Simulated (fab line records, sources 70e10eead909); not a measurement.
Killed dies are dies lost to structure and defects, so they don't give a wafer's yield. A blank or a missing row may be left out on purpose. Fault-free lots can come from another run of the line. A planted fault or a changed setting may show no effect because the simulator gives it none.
The tool behind it: which one? || flow nandHarc || 14 lots with 42 wafers sampled at 5 steps, on a route of 1302 steps

WHAT THE GAUGES READ, wafer by wafer
NHARC_END_SORT_01.
{"lot": "L378", "measured": "day 27 16:39", "on": "prober-01", "killedAtArray": "52 54 40", "killedAtOther": "0 0 0", "killedAtPeriphery": "3 3 3", "killedDies": "55 57 43", "killedOpen": "3 4 3", "killedShort": "4 4 2"}
{"lot": "L385", "measured": "day 30 14:54", "on": "prober-01", "killedAtArray": "77 51 61", "killedAtOther": "1 0 0", "killedAtPeriphery": "5 6 6", "killedDies": "83 57 67", "killedOpen": "4 5 2", "killedShort": "2 3 3"}
{"lot": "L386", "measured": "day 31 03:02", "on": "prober-01", "killedAtArray": "32 48", "killedAtOther": "0 1", "killedAtPeriphery": "10 6", "killedDies": "42 55", "killedOpen": "3 2", "killedShort": "2 6"}

WHAT TOOL EACH LOT RAN ON (gives the tool, then ch and the chambers of the sampled wafers, and finally the start)
{"lot": "L370", "NHARC_P_GATE_STRIP_112": "plasmaAsher-01 ch 0,1, day 5 16:07", "NHARC_P_GATE_STRIP_76": "plasmaAsher-01 ch 0,1, day 5 16:23", "NHARC_P_CONTACT_DEVELOP_11": "lithoTrack-06 ch 0, day 5 21:00", "NHARC_P_CONTACT_CVD_23": "cvdW-02 ch 0,1, no start"}
{"lot": "L372", "NHARC_P_GATE_STRIP_112": "plasmaAsher-01 ch 0,1, day 6 19:56", "NHARC_P_GATE_STRIP_76": "plasmaAsher-01 ch 0,1, day 6 20:11", "NHARC_P_CONTACT_DEVELOP_11": "lithoTrack-04 ch 0, day 7 01:00", "NHARC_P_CONTACT_CVD_23": "cvdW-02 ch 0,1, no start"}
{"lot": "L373", "NHARC_P_GATE_STRIP_112": "plasmaAsher-02 ch 0,1, day 6 22:33", "NHARC_P_GATE_STRIP_76": "plasmaAsher-02 ch 0,1, day 6 22:49", "NHARC_P_CONTACT_DEVELOP_11": "lithoTrack-01 ch 0, day 7 04:00", "NHARC_P_CONTACT_CVD_23": "cvdW-02 ch 0,1, no start"}
{"lot": "L375", "NHARC_P_GATE_STRIP_112": "plasmaAsher-01 ch 0,1, day 7 19:04", "NHARC_P_GATE_STRIP_76": "plasmaAsher-01 ch 0,1, day 7 19:20", "NHARC_P_CONTACT_DEVELOP_11": "lithoTrack-04 ch 0, day 8 01:00", "NHARC_P_CONTACT_CVD_23": "cvdW-02 ch 0, no start"}
{"lot": "L376", "NHARC_P_GATE_STRIP_112": "plasmaAsher-02 ch 0,1, day 8 05:55", "NHARC_P_GATE_STRIP_76": "plasmaAsher-02 ch 0,1, day 8 06:09", "NHARC_P_CONTACT_DEVELOP_11": "lithoTrack-04 ch 0, day 8 11:00", "NHARC_P_CONTACT_CVD_23": "cvdW-01 ch 1, no start"}
{"lot": "L377", "NHARC_P_GATE_STRIP_112": "plasmaAsher-01 ch 0,1, day 8 11:07", "NHARC_P_GATE_STRIP_76": "plasmaAsher-01 ch 0,1, day 8 11:18", "NHARC_P_CONTACT_DEVELOP_11": "lithoTrack-04 ch 0, day 8 16:00", "NHARC_P_CONTACT_CVD_23": "cvdW-02 ch 0,1, no start"}
{"lot": "L378", "NHARC_P_GATE_STRIP_112": "plasmaAsher-01 ch 0,1, day 8 22:32", "NHARC_P_GATE_STRIP_76": "plasmaAsher-01 ch 0,1, day 8 22:41", "NHARC_P_CONTACT_DEVELOP_11": "lithoTrack-01 ch 0, day 9 03:00", "NHARC_P_CONTACT_CVD_23": "cvdW-01 ch 0,1, day 27 16:39 or earlier"}
{"lot": "L379", "NHARC_P_GATE_STRIP_112": "plasmaAsher-01 ch 0,1, day 9 11:45", "NHARC_P_GATE_STRIP_76": "plasmaAsher-01 ch 0,1, day 9 11:57", "NHARC_P_CONTACT_DEVELOP_11": "lithoTrack-01 ch 0, day 9 17:00", "NHARC_P_CONTACT_CVD_23": "cvdW-02 ch 0,1, no start"}
{"lot": "L380", "NHARC_P_GATE_STRIP_112": "plasmaAsher-01 ch 0,1, day 9 16:13", "NHARC_P_GATE_STRIP_76": "plasmaAsher-01 ch 0,1, day 9 16:25", "NHARC_P_CONTACT_DEVELOP_11": "lithoTrack-01 ch 0, day 9 21:00", "NHARC_P_CONTACT_CVD_23": "cvdW-02 ch 0,1, no start"}
{"lot": "L385", "NHARC_P_GATE_STRIP_112": "plasmaAsher-02 ch 0,1, day 11 20:23", "NHARC_P_GATE_STRIP_76": "plasmaAsher-02 ch 0,1, day 11 20:38", "NHARC_P_CONTACT_DEVELOP_11": "lithoTrack-04 ch 0, day 12 02:00", "NHARC_P_CONTACT_CVD_23": "cvdW-01 ch 0,1, day 30 14:54 or earlier"}
{"lot": "L386", "NHARC_P_GATE_STRIP_112": "plasmaAsher-01 ch 0,1, day 12 18:06", "NHARC_P_GATE_STRIP_76": "plasmaAsher-01 ch 0,1, day 12 18:22", "NHARC_P_CONTACT_DEVELOP_11": "lithoTrack-04 ch 0, day 13 00:00", "NHARC_P_CONTACT_CVD_23": "cvdW-01 ch 0,1, day 31 03:02 or earlier"}
{"lot": "L391", "NHARC_P_GATE_STRIP_112": "plasmaAsher-01 ch 0,1, day 14 20:58", "NHARC_P_GATE_STRIP_76": "plasmaAsher-01 ch 0,1, day 14 21:14", "NHARC_P_CONTACT_DEVELOP_11": "lithoTrack-01 ch 0, day 15 02:00", "NHARC_P_CONTACT_CVD_23": "cvdW-01 ch 1, no start"}
{"lot": "L392", "NHARC_P_GATE_STRIP_112": "plasmaAsher-02 ch 0,1, day 15 01:55", "NHARC_P_GATE_STRIP_76": "plasmaAsher-02 ch 0,1, day 15 02:11", "NHARC_P_CONTACT_DEVELOP_11": "lithoTrack-01 ch 0, day 15 07:00", "NHARC_P_CONTACT_CVD_23": "cvdW-02 ch 0,1, no start"}
{"lot": "L393", "NHARC_P_GATE_STRIP_112": "plasmaAsher-02 ch 0,1, day 15 15:17", "NHARC_P_GATE_STRIP_76": "plasmaAsher-02 ch 0,1, day 15 15:32", "NHARC_P_CONTACT_DEVELOP_11": "lithoTrack-01 ch 0, day 15 21:00", "NHARC_P_CONTACT_CVD_23": "cvdW-02 ch 0,1, no start"}
- NHARC_P_GATE_STRIP_112: strips in N2/H2, time 200 s.
- NHARC_P_GATE_STRIP_76: strips in O2.
- NHARC_P_CONTACT_DEVELOP_11: develop time 35 s.
- NHARC_P_CONTACT_CVD_23: deposits W, target thk 200 nm, time 557 s.

AS READ BY THE TOOLS THEMSELVES (means over the sampled wafers that have a number; for cases with no such wafer, the mark the record gives instead)
NHARC_P_GATE_STRIP_112.
{"lot": "L370", "tool": "plasmaAsher-01", "drypumpMotorCurrentA (A)": 6.2, "heaterPowerW (W)": 91}
{"lot": "L372", "tool": "plasmaAsher-01", "drypumpMotorCurrentA (A)": 6.2, "heaterPowerW (W)": 89}
{"lot": "L373", "tool": "plasmaAsher-02", "drypumpMotorCurrentA (A)": 5.3, "heaterPowerW (W)": 73}
{"lot": "L375", "tool": "plasmaAsher-01", "drypumpMotorCurrentA (A)": 6.3, "heaterPowerW (W)": 90}
{"lot": "L376", "tool": "plasmaAsher-02", "drypumpMotorCurrentA (A)": 5.3, "heaterPowerW (W)": 75}
{"lot": "L377", "tool": "plasmaAsher-01", "drypumpMotorCurrentA (A)": 6.2, "heaterPowerW (W)": 92}
{"lot": "L378", "tool": "plasmaAsher-01", "drypumpMotorCurrentA (A)": 6.2, "heaterPowerW (W)": 93}
{"lot": "L379", "tool": "plasmaAsher-01", "drypumpMotorCurrentA (A)": 6.3, "heaterPowerW (W)": 93}
{"lot": "L380", "tool": "plasmaAsher-01", "drypumpMotorCurrentA (A)": 6.2, "heaterPowerW (W)": 92}
{"lot": "L385", "tool": "plasmaAsher-02", "drypumpMotorCurrentA (A)": 5.0, "heaterPowerW (W)": 74}
{"lot": "L386", "tool": "plasmaAsher-01", "drypumpMotorCurrentA (A)": 6.2, "heaterPowerW (W)": 92}
{"lot": "L391", "tool": "plasmaAsher-01", "drypumpMotorCurrentA (A)": 6.2, "heaterPowerW (W)": 93}
{"lot": "L392", "tool": "plasmaAsher-02", "drypumpMotorCurrentA (A)": 5.0, "heaterPowerW (W)": 76}
{"lot": "L393", "tool": "plasmaAsher-02", "drypumpMotorCurrentA (A)": 5.3, "heaterPowerW (W)": 74}

NHARC_P_GATE_STRIP_76.
{"lot": "L370", "tool": "plasmaAsher-01", "drypumpMotorCurrentA (A)": 6.2, "heaterPowerW (W)": 342}
{"lot": "L372", "tool": "plasmaAsher-01", "drypumpMotorCurrentA (A)": 6.2, "heaterPowerW (W)": 334}
{"lot": "L373", "tool": "plasmaAsher-02", "drypumpMotorCurrentA (A)": 5.3, "heaterPowerW (W)": 278}
{"lot": "L375", "tool": "plasmaAsher-01", "drypumpMotorCurrentA (A)": 6.2, "heaterPowerW (W)": 336}
{"lot": "L376", "tool": "plasmaAsher-02", "drypumpMotorCurrentA (A)": 5.3, "heaterPowerW (W)": 279}
{"lot": "L377", "tool": "plasmaAsher-01", "drypumpMotorCurrentA (A)": 6.2, "heaterPowerW (W)": 344}
{"lot": "L378", "tool": "plasmaAsher-01", "drypumpMotorCurrentA (A)": 6.2, "heaterPowerW (W)": 342}
{"lot": "L379", "tool": "plasmaAsher-01", "drypumpMotorCurrentA (A)": 6.2, "heaterPowerW (W)": 344}
{"lot": "L380", "tool": "plasmaAsher-01", "drypumpMotorCurrentA (A)": 6.2, "heaterPowerW (W)": 347}
{"lot": "L385", "tool": "plasmaAsher-02", "drypumpMotorCurrentA (A)": 5.0, "heaterPowerW (W)": 280}
{"lot": "L386", "tool": "plasmaAsher-01", "drypumpMotorCurrentA (A)": 6.2, "heaterPowerW (W)": 344}
{"lot": "L391", "tool": "plasmaAsher-01", "drypumpMotorCurrentA (A)": 6.2, "heaterPowerW (W)": 346}
{"lot": "L392", "tool": "plasmaAsher-02", "drypumpMotorCurrentA (A)": 5.0, "heaterPowerW (W)": 283}
{"lot": "L393", "tool": "plasmaAsher-02", "drypumpMotorCurrentA (A)": 5.3, "heaterPowerW (W)": 285}

NHARC_P_CONTACT_DEVELOP_11.
{"lot": "L370", "tool": "lithoTrack-06", "developerTempC (C)": 22.92}
{"lot": "L372", "tool": "lithoTrack-04", "developerTempC (C)": 22.88}
{"lot": "L373", "tool": "lithoTrack-01", "developerTempC (C)": 23.02}
{"lot": "L375", "tool": "lithoTrack-04", "developerTempC (C)": 22.94}
{"lot": "L376", "tool": "lithoTrack-04", "developerTempC (C)": 23.01}
{"lot": "L377", "tool": "lithoTrack-04", "developerTempC (C)": 22.73}
{"lot": "L378", "tool": "lithoTrack-01", "developerTempC (C)": 22.91}
{"lot": "L379", "tool": "lithoTrack-01", "developerTempC (C)": 22.98}
{"lot": "L380", "tool": "lithoTrack-01", "developerTempC (C)": 22.87}
{"lot": "L385", "tool": "lithoTrack-04", "developerTempC (C)": 23.98}
{"lot": "L386", "tool": "lithoTrack-04", "developerTempC (C)": 23.83}
{"lot": "L391", "tool": "lithoTrack-01", "developerTempC (C)": 23.13}
{"lot": "L392", "tool": "lithoTrack-01", "developerTempC (C)": 22.98}
{"lot": "L393", "tool": "lithoTrack-01", "developerTempC (C)": 23.03}

NHARC_P_CONTACT_CVD_23.
{"lot": "L370", "tool": "cvdW-02", "heaterPowerW (W)": 479, "throttleValvePct (%)": 8.6}
{"lot": "L372", "tool": "cvdW-02", "heaterPowerW (W)": 474, "throttleValvePct (%)": 8.4}
{"lot": "L373", "tool": "cvdW-02", "heaterPowerW (W)": 458, "throttleValvePct (%)": 8.5}
{"lot": "L375", "tool": "cvdW-02", "heaterPowerW (W)": 430, "throttleValvePct (%)": 8.4}
{"lot": "L376", "tool": "cvdW-01", "heaterPowerW (W)": 481, "throttleValvePct (%)": 8.0}
{"lot": "L377", "tool": "cvdW-02", "heaterPowerW (W)": 479, "throttleValvePct (%)": 8.5}
{"lot": "L378", "tool": "cvdW-01", "heaterPowerW (W)": 495, "throttleValvePct (%)": 7.9}
{"lot": "L379", "tool": "cvdW-02", "heaterPowerW (W)": 454, "throttleValvePct (%)": 8.5}
{"lot": "L380", "tool": "cvdW-02", "heaterPowerW (W)": 459, "throttleValvePct (%)": 8.6}
{"lot": "L385", "tool": "cvdW-01", "heaterPowerW (W)": 498, "throttleValvePct (%)": 7.8}
{"lot": "L386", "tool": "cvdW-01", "heaterPowerW (W)": 488, "throttleValvePct (%)": 8.0}
{"lot": "L391", "tool": "cvdW-01", "heaterPowerW (W)": 512, "throttleValvePct (%)": 7.8}
{"lot": "L392", "tool": "cvdW-02", "heaterPowerW (W)": 464, "throttleValvePct (%)": 8.7}
{"lot": "L393", "tool": "cvdW-02", "heaterPowerW (W)": 460, "throttleValvePct (%)": 8.5}

THE ANSWER, worked out from the rows above alone
Rule: usual is defined by the lots themselves. Put in order of their means at a reading, lots are off if they are a third of the lots or fewer, leave a main group of 4 or more, and stand apart from it by a gap of 3 or more times the standard deviation of the main group's means; of several such gaps the widest counts. A main group whose means are all the same, to the digits that the tables above print for the reading, isn't used. A lot without any number at a reading at which 4 lots or more have one is off too. Where the step has rows for the other lots, those lots are counted as sound. First the gauges in route order, then the tools' own readings, where a lot's mean is used as printed above. The first step at which some lot is off is used, and at that step the reading that is off furthest; a lot without a number counts as furthest.
Off: L385, L386 (NHARC_P_CONTACT_DEVELOP_11, developerTempC). Main group: mean 22.95 C, sd 0.096.
A tool fits if, at that step or a process step before it, it ran every lot that is off, and no sound lot after the first of them. One candidate fits, namely lithoTrack-04 at NHARC_P_CONTACT_DEVELOP_11. A fault onset in the window from L377 (day 8 16:00, its last sound lot) to L385 (day 12 02:00, its first lot off) fits.
The tool's own readings at NHARC_P_CONTACT_DEVELOP_11 bear it out: on the lots that are off they differ by more than 5 times the standard deviation of the sound lots' means. developerTempC reads 23.91 C there against 22.95 C on the sound lots.

WHAT HAD BEEN PUT IN BY THE SIMULATOR
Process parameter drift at NHARC_P_CONTACT_DEVELOP_11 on lithoTrack-04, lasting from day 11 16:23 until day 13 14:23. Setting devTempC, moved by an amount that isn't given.
Lots struck among those shown: L385, L386. The rule above found the same.
